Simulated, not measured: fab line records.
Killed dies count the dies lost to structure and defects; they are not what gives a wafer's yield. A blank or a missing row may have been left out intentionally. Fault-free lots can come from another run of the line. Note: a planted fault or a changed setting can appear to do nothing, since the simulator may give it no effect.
Matching of chambers ; flow nand-harc ; ald-metal-04 running NHARC_A_BLC_ALD_23: 4 sister chambers
The step deposits TiN, target thk 3 nm, pulse time 1 s, ald cycles 150. 4 wafers are shown with their chamber, then 9 later ones without.

== WAFERS, EACH WITH ITS CHAMBER ==
wafer;chamber;heater-power-w (W)
L088.4;2;1223
L091.3;0;1052
L091.4;3;998
L091.5;1;948

== WAFERS MISSING THEIR CHAMBER ==
wafer;heater-power-w (W)
L093.3;1227
L093.5;953
L093.6;1221
L095.3;948
L095.4;1060
L095.6;997
L097.3;1245
L097.5;1009
L097.6;1060

== THE CHAMBER EACH PASSED THROUGH ==
wafer;from the rows above;in truth
L093.3;2;2
L093.5;1;1
L093.6;2;2
L095.3;1;1
L095.4;0;0
L095.6;3;3
L097.3;2;2
L097.5;3;3
L097.6;0;0
Correctly placed: 9 of 9. Left unplaced by these rows: 0. 0 placed wrongly.
How it was worked out, from the rows above alone: a wafer's distance from a chamber is the root of the sum, over the readings, of the square of ((its reading less the chamber's mean) divided by the reading's scatter). If the next closest chamber is less than 2 further off than the closest, the wafer can't be placed; otherwise it belongs to the closest. Each chamber's mean is taken over the wafers shown for it. The scatter: root of mean squared gap, hidden wafer to nearest shown wafer, with one shown wafer a chamber.
